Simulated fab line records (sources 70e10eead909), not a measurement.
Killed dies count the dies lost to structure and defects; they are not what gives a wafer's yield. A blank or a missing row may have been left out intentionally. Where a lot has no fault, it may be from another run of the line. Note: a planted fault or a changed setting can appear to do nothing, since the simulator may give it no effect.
Which of the tools did it? + flow nand harc + Sampling: 24 lots, 72 wafers, 5 of 1302 route steps

WHAT THE GAUGES SHOWED, per wafer
NHARC_A_SLIT_CD_MEAS_21. Usual: cd nm at 289.6 nm, with a standard deviation of 0.93.
| lot  | measured     | on        | cd nm (nm)        | flag |
|------|--------------|-----------|-------------------|------|
| L074 | day 20 15:05 | cd sem-02 | 289.8 290.5 291.0 |      |
| L075 | day 20 15:18 | cd sem-03 | 290.3 290.6 290.7 |      |
| L077 | day 21 03:17 | cd sem-01 | 289.9 289.1 290.0 |      |
| L076 | day 21 02:35 | cd sem-02 | 290.2 289.3 288.3 |      |
| L078 | day 21 18:34 | cd sem-03 | 290.7 290.0 290.2 |      |
| L079 | day 22 08:10 | cd sem-02 | 290.4 290.5 290.4 |      |
| L080 | day 22 22:05 | cd sem-02 | 291.6 290.8 291.9 |      |
| L082 | day 23 13:34 | cd sem-02 | 289.6 288.9 289.2 |      |
| L083 | day 23 13:44 | cd sem-02 | 289.1 290.1 291.8 |      |
| L081 | day 23 17:23 | cd sem-03 | 287.3 288.5 289.1 |      |
| L084 | day 23 23:08 | cd sem-02 | 291.4 291.2 289.7 |      |
| L086 | day 24 14:10 | cd sem-02 | 288.8 289.5 289.0 |      |
| L085 | day 24 17:56 | cd sem-01 | 290.2 289.7 289.8 |      |
| L087 | day 25 01:53 | cd sem-03 | 289.0 289.4 288.5 |      |
| L088 | day 26 00:52 | cd sem-03 | 288.1 289.8 289.3 |      |
| L089 | day 25 22:50 | cd sem-02 | 289.3 289.7 290.0 |      |
| L091 | day 26 23:23 | cd sem-03 | 289.4 290.6 290.4 |      |
| L090 | day 26 22:38 | cd sem-01 | 288.6 289.7 289.0 |      |
| L092 | day 27 10:47 | cd sem-02 | 290.4 288.8 290.4 |      |
| L093 | day 28 02:08 | cd sem-02 | 289.1 288.8 288.9 |      |
| L094 | day 28 02:23 | cd sem-02 | 290.6 290.2 290.5 |      |
| L095 | day 28 21:55 | cd sem-03 | 288.9 290.2 289.0 |      |
| L096 | day 29 07:20 | cd sem-03 | 290.7 288.4 289.4 |      |
| L097 | day 29 23:55 | cd sem-03 | 288.7 288.9 288.4 |      |

WHAT TOOL EACH LOT RAN ON (gives the tool, then ch and the chambers of the sampled wafers, and finally the start)
| lot  | NHARC_A_STAIRCASE_DEP_471       | NHARC_A_SGD_CUT_ETCH_16                       | NHARC_A_SLIT_DEP_00           | NHARC_A_SLIT_ETCH_26             |
|------|---------------------------------|-----------------------------------------------|-------------------------------|----------------------------------|
| L074 | pecvd-03 ch 1,2, day 19 14:02   | rie diel-11 ch 1,2,3, day 20 03:54 or earlier | acl dep-01 ch 0, day 20 03:54 | har etch-01 ch 0,1, day 20 13:41 |
| L075 | pecvd-01 ch 0,1, day 19 14:05   | rie diel-10 ch 2,3, day 20 04:20 or earlier   | acl dep-02 ch 0, day 20 04:20 | har etch-02 ch 0,1, day 20 13:53 |
| L077 | pecvd-01 ch 0,1,2, day 20 04:46 | rie diel-06 ch 0,1,3, day 20 15:53 or earlier | acl dep-01 ch 0, day 20 15:53 | har etch-01 ch 0,1, day 21 01:51 |
| L076 | pecvd-03 ch 0,1,2, day 20 05:01 | rie diel-11 ch 1,2, day 20 15:58 or earlier   | acl dep-03 ch 0, day 20 15:58 | har etch-02 ch 0, day 21 01:10   |
| L078 | pecvd-04 ch 0,1,2, day 20 22:40 | rie diel-11 ch 0,2,3, day 21 08:10 or earlier | acl dep-02 ch 0, day 21 08:10 | har etch-01 ch 0, day 21 17:05   |
| L079 | pecvd-03 ch 0,1,2, day 21 09:07 | rie diel-10 ch 2,3, day 21 22:27 or earlier   | acl dep-02 ch 0, day 21 22:27 | har etch-02 ch 0,1, day 22 06:50 |
| L080 | pecvd-04 ch 0,1, day 22 01:10   | rie diel-11 ch 0,2, day 22 11:17 or earlier   | acl dep-01 ch 0, day 22 11:17 | har etch-01 ch 0, day 22 20:39   |
| L082 | pecvd-01 ch 0,1,2, day 22 16:58 | rie diel-10 ch 0,3, day 23 02:43 or earlier   | acl dep-01 ch 0, day 23 02:43 | har etch-02 ch 0,1, day 23 12:08 |
| L083 | pecvd-01 ch 0,1, day 22 17:16   | rie diel-06 ch 0,1,3, day 23 02:43 or earlier | acl dep-03 ch 0, day 23 02:43 | har etch-01 ch 0,1, day 23 12:19 |
| L081 | pecvd-01 ch 0,2, day 22 17:49   | rie diel-11 ch 0,1,3, day 23 04:13 or earlier | acl dep-02 ch 0, day 23 04:13 | har etch-02 ch 0,1, day 23 15:58 |
| L084 | pecvd-04 ch 0,2, day 23 00:46   | rie diel-11 ch 0,1,2, day 23 13:23 or earlier | acl dep-01 ch 0, day 23 13:23 | har etch-02 ch 0,1, day 23 21:46 |
| L086 | pecvd-03 ch 0,1,2, day 23 17:12 | rie diel-11 ch 1,2, day 24 03:13 or earlier   | acl dep-03 ch 0, day 24 03:13 | har etch-02 ch 0,1, day 24 12:47 |
| L085 | pecvd-04 ch 1,2, day 23 20:02   | rie diel-10 ch 0,1,3, day 24 06:59 or earlier | acl dep-03 ch 0, day 24 06:59 | har etch-02 ch 0,1, day 24 16:31 |
| L087 | pecvd-01 ch 0,2, day 24 03:26   | rie diel-06 ch 0,2,3, day 24 13:36 or earlier | acl dep-01 ch 0, day 24 13:36 | har etch-02 ch 0,1, day 25 00:29 |
| L088 | pecvd-03 ch 0,1,2, day 25 02:14 | rie diel-10 ch 0,1,2, day 25 14:25 or earlier | acl dep-03 ch 0, day 25 14:25 | har etch-02 ch 0,1, day 25 23:27 |
| L089 | pecvd-01 ch 1,2, day 25 02:30   | rie diel-06 ch 1,2, day 25 13:05 or earlier   | acl dep-02 ch 0, day 25 13:05 | har etch-01 ch 0,1, day 25 21:28 |
| L091 | pecvd-01 ch 0,1,2, day 26 01:36 | rie diel-11 ch 0,3, day 26 13:41 or earlier   | acl dep-01 ch 0, day 26 13:41 | har etch-01 ch 0,1, day 26 21:56 |
| L090 | pecvd-03 ch 0,2, day 26 02:47   | rie diel-11 ch 1,2,3, day 26 12:31 or earlier | acl dep-03 ch 0, day 26 12:31 | har etch-02 ch 0,1, day 26 21:15 |
| L092 | pecvd-04 ch 0,1, day 26 11:05   | rie diel-10 ch 1,2, day 27 00:41 or earlier   | acl dep-01 ch 0, day 27 00:41 | har etch-01 ch 0,1, day 27 09:20 |
| L093 | pecvd-01 ch 0,2, day 27 06:41   | rie diel-10 ch 1,3, day 27 15:11 or earlier   | acl dep-03 ch 0, day 27 15:11 | har etch-01 ch 1, day 28 00:43   |
| L094 | pecvd-03 ch 1,2, day 27 06:46   | rie diel-06 ch 1,2, day 27 15:49 or earlier   | acl dep-01 ch 0, day 27 15:49 | har etch-02 ch 0,1, day 28 00:52 |
| L095 | pecvd-03 ch 0,2, day 27 18:20   | rie diel-11 ch 1,2,3, day 28 07:47 or earlier | acl dep-02 ch 0, day 28 07:47 | har etch-02 ch 0,1, day 28 20:31 |
| L096 | pecvd-03 ch 0,1,2, day 28 10:04 | rie diel-10 ch 0,2,3, day 28 20:19 or earlier | acl dep-02 ch 0, day 28 20:19 | har etch-01 ch 0,1, day 29 05:55 |
| L097 | pecvd-03 ch 1,2, day 28 20:02   | rie diel-10 ch 0,1,3, day 29 10:31 or earlier | acl dep-02 ch 0, day 29 10:31 | har etch-01 ch 0,1, day 29 22:29 |
- NHARC_A_STAIRCASE_DEP_471: deposits SiO2, target thk 100 nm.
- NHARC_A_SGD_CUT_ETCH_16: etches the open film in C4F8/O2/Ar, target depth 310.5 nm, time 155.2 s.
- NHARC_A_SLIT_DEP_00: deposits aC, target thk 6200 nm.
- NHARC_A_SLIT_ETCH_26: etches the open film in C4F8/O2/Ar, time 90 s, target depth 400 nm.

AS READ BY THE TOOLS THEMSELVES (means over the sampled wafers that have a number; for cases with no such wafer, the mark the record gives instead)
NHARC_A_STAIRCASE_DEP_471. Usual: heater power outer w 304 W, standard deviation 89; heater power w 551 W, standard deviation 140; showerhead vpp V 1824 V, standard deviation 160; throttle valve pct 15.8 %, standard deviation 0.49.
| lot  | tool     | heater power outer w (W) | heater power w (W) | showerhead vpp V (V) | throttle valve pct (%) | flag |
|------|----------|--------------------------|--------------------|----------------------|------------------------|------|
| L074 | pecvd-03 | 367                      | 643                | 1732                 | 15.8                   |      |
| L075 | pecvd-01 | 358                      | 647                | 1956                 | 16.3                   |      |
| L077 | pecvd-01 | 359                      | 652                | 1833                 | 16.2                   |      |
| L076 | pecvd-03 | 254                      | 472                | 1857                 | 15.7                   |      |
| L078 | pecvd-04 | 326                      | 542                | 1740                 | 16.2                   |      |
| L079 | pecvd-03 | 275                      | 495                | 1864                 | 15.8                   |      |
| L080 | pecvd-04 | 307                      | 541                | 1756                 | 16.5                   |      |
| L082 | pecvd-01 | 334                      | 631                | 1839                 | 15.5                   |      |
| L083 | pecvd-01 | 359                      | 651                | 1871                 | 15.5                   |      |
| L081 | pecvd-01 | 301                      | 578                | 1916                 | 15.5                   |      |
| L084 | pecvd-04 | 312                      | 522                | 1781                 | 16.1                   |      |
| L086 | pecvd-03 | 249                      | 479                | 1844                 | 15.5                   |      |
| L085 | pecvd-04 | 325                      | 529                | 1697                 | 16.1                   |      |
| L087 | pecvd-01 | 295                      | 564                | 1921                 | 15.7                   |      |
| L088 | pecvd-03 | 257                      | 466                | 1850                 | 15.6                   |      |
| L089 | pecvd-01 | 403                      | 736                | 1763                 | 15.4                   |      |
| L091 | pecvd-01 | 351                      | 652                | 1847                 | 15.5                   |      |
| L090 | pecvd-03 | 246                      | 449                | 1989                 | 15.5                   |      |
| L092 | pecvd-04 | 314                      | 553                | 1768                 | 16.5                   |      |
| L093 | pecvd-01 | 363                      | 645                | 1794                 | 15.6                   |      |
| L094 | pecvd-03 | 327                      | 572                | 1876                 | 15.3                   |      |
| L095 | pecvd-03 | 263                      | 473                | 1997                 | 15.7                   |      |
| L096 | pecvd-03 | 238                      | 439                | 1868                 | 15.7                   |      |
| L097 | pecvd-03 | 356                      | 627                | 1715                 | 15.3                   |      |

NHARC_A_SGD_CUT_ETCH_16. Usual: oes product au 0.972 a.u., standard deviation 0.021; rf vpp V 724 V, standard deviation 3.7.
| lot  | tool        | oes product au (a.u.) | rf vpp V (V) | flag |
|------|-------------|-----------------------|--------------|------|
| L074 | rie diel-11 | 0.983                 | 725          |      |
| L075 | rie diel-10 | 0.986                 | 721          |      |
| L077 | rie diel-06 | 0.943                 | 723          |      |
| L076 | rie diel-11 | 0.967                 | 723          |      |
| L078 | rie diel-11 | 0.980                 | 727          |      |
| L079 | rie diel-10 | 0.978                 | 721          |      |
| L080 | rie diel-11 | 0.965                 | 726          |      |
| L082 | rie diel-10 | 0.990                 | 727          |      |
| L083 | rie diel-06 | 0.939                 | 724          |      |
| L081 | rie diel-11 | 0.966                 | 726          |      |
| L084 | rie diel-11 | 0.966                 | 723          |      |
| L086 | rie diel-11 | 0.949                 | 723          |      |
| L085 | rie diel-10 | 0.993                 | 726          |      |
| L087 | rie diel-06 | 0.973                 | 723          |      |
| L088 | rie diel-10 | 0.975                 | 724          |      |
| L089 | rie diel-06 | 0.959                 | 721          |      |
| L091 | rie diel-11 | 0.962                 | 727          |      |
| L090 | rie diel-11 | 0.978                 | 724          |      |
| L092 | rie diel-10 | 0.976                 | 724          |      |
| L093 | rie diel-10 | 0.971                 | 724          |      |
| L094 | rie diel-06 | 0.975                 | 722          |      |
| L095 | rie diel-11 | 0.954                 | 724          |      |
| L096 | rie diel-10 | 0.985                 | 724          |      |
| L097 | rie diel-10 | 0.986                 | 725          |      |

NHARC_A_SLIT_DEP_00. Usual: throttle valve pct at 35.000 %, with a standard deviation of 0.0083.
| lot  | tool       | throttle valve pct (%) | flag |
|------|------------|------------------------|------|
| L074 | acl dep-01 | 34.998                 |      |
| L075 | acl dep-02 | 34.999                 |      |
| L077 | acl dep-01 | 34.999                 |      |
| L076 | acl dep-03 | 34.995                 |      |
| L078 | acl dep-02 | 34.998                 |      |
| L079 | acl dep-02 | 35.007                 |      |
| L080 | acl dep-01 | 34.993                 |      |
| L082 | acl dep-01 | 34.987                 |      |
| L083 | acl dep-03 | 35.002                 |      |
| L081 | acl dep-02 | 34.996                 |      |
| L084 | acl dep-01 | 34.997                 |      |
| L086 | acl dep-03 | 34.992                 |      |
| L085 | acl dep-03 | 35.000                 |      |
| L087 | acl dep-01 | 34.996                 |      |
| L088 | acl dep-03 | 35.002                 |      |
| L089 | acl dep-02 | 35.011                 |      |
| L091 | acl dep-01 | 35.002                 |      |
| L090 | acl dep-03 | 35.005                 |      |
| L092 | acl dep-01 | 35.002                 |      |
| L093 | acl dep-03 | 35.006                 |      |
| L094 | acl dep-01 | 35.003                 |      |
| L095 | acl dep-02 | 35.001                 |      |
| L096 | acl dep-02 | 34.994                 |      |
| L097 | acl dep-02 | 35.008                 |      |

NHARC_A_SLIT_ETCH_26. Usual: c4f8 flow sccm 41.70 sccm, standard deviation 0.12; drypump motor current A 5.3 A, standard deviation 0.43; he backside leak sccm 6.2 sccm, standard deviation 0.78; mfc ar sccm 374.8 sccm, standard deviation 1.1; showerhead plenum p Torr 3.77 Torr, standard deviation 0.17; throttle valve pct 27.619 %, standard deviation 0.0081.
| lot  | tool        | c4f8 flow sccm (sccm) | drypump motor current A (A) | he backside leak sccm (sccm) | mfc ar sccm (sccm) | showerhead plenum p Torr (Torr) | throttle valve pct (%) | flag |
|------|-------------|-----------------------|-----------------------------|------------------------------|--------------------|---------------------------------|------------------------|------|
| L074 | har etch-01 | 41.78                 | 5.7                         | 6.4                          | 375.8              | 3.60                            | 27.627                 |      |
| L075 | har etch-02 | 41.66                 | 5.0                         | 5.3                          | 374.6              | 3.96                            | 27.621                 |      |
| L077 | har etch-01 | 41.61                 | 5.4                         | 6.5                          | 373.7              | 3.64                            | 27.618                 |      |
| L076 | har etch-02 | 41.82                 | 4.8                         | 5.1                          | 375.4              | 3.95                            | 27.625                 |      |
| L078 | har etch-01 | 41.76                 | 6.0                         | 6.5                          | 374.9              | 3.55                            | 27.622                 |      |
| L079 | har etch-02 | 41.63                 | 5.1                         | 5.5                          | 376.0              | 3.94                            | 27.615                 |      |
| L080 | har etch-01 | 41.58                 | 6.1                         | 6.7                          | 373.8              | 3.55                            | 27.621                 |      |
| L082 | har etch-02 | 41.71                 | 5.2                         | 5.7                          | 374.6              | 3.93                            | 27.626                 |      |
| L083 | har etch-01 | 41.65                 | 5.7                         | 7.1                          | 373.0              | 3.58                            | 27.630                 |      |
| L081 | har etch-02 | 41.82                 | 5.2                         | 5.5                          | 374.9              | 3.93                            | 27.615                 |      |
| L084 | har etch-02 | 41.76                 | 5.0                         | 5.5                          | 374.8              | 3.93                            | 27.620                 |      |
| L086 | har etch-02 | 41.66                 | 5.0                         | 5.7                          | 374.3              | 3.92                            | 27.623                 |      |
| L085 | har etch-02 | 41.61                 | 5.1                         | 5.5                          | 374.1              | 3.92                            | 27.620                 |      |
| L087 | har etch-02 | 41.69                 | 5.0                         | 5.7                          | 375.2              | 3.92                            | 27.619                 |      |
| L088 | har etch-02 | 41.73                 | 5.2                         | 5.8                          | 373.9              | 3.91                            | 27.617                 |      |
| L089 | har etch-01 | 41.74                 | 5.7                         | 7.4                          | 375.1              | 3.56                            | 27.619                 |      |
| L091 | har etch-01 | 41.80                 | 5.4                         | 7.0                          | 375.2              | 3.59                            | 27.620                 |      |
| L090 | har etch-02 | 41.68                 | 5.0                         | 5.7                          | 375.5              | 3.91                            | 27.618                 |      |
| L092 | har etch-01 | 41.69                 | 5.4                         | 6.8                          | 375.4              | 3.59                            | 27.618                 |      |
| L093 | har etch-01 | 41.76                 | 5.1                         | 6.6                          | 376.1              | 3.62                            | 27.620                 |      |
| L094 | har etch-02 | 41.60                 | 5.0                         | 5.7                          | 375.3              | 3.90                            | 27.609                 |      |
| L095 | har etch-02 | 41.78                 | 5.0                         | 5.6                          | 374.0              | 3.89                            | 27.615                 |      |
| L096 | har etch-01 | 41.74                 | 5.7                         | 7.5                          | 374.2              | 3.54                            | 27.615                 |      |
| L097 | har etch-01 | 41.62                 | 5.7                         | 7.2                          | 374.9              | 3.53                            | 27.623                 |      |

THE ANSWER, worked out from the rows above alone
Rule: a lot is off if the mean of its wafers that have a number lies more than 3 standard deviations from the usual mean. Also off: a lot with no number at a reading for which 4 or more lots have one. All remaining lots with rows at the step are treated as sound. After the gauges, taken in route order, come the tools' own readings; for these a lot's mean is taken, as printed above. The first step at which some lot is off is used, and at that step the reading that is off furthest; a lot without a number counts as furthest.
None of the lots is off at any reading shown; this tells nothing.

WHAT WAS PUT IN BY THE SIMULATOR
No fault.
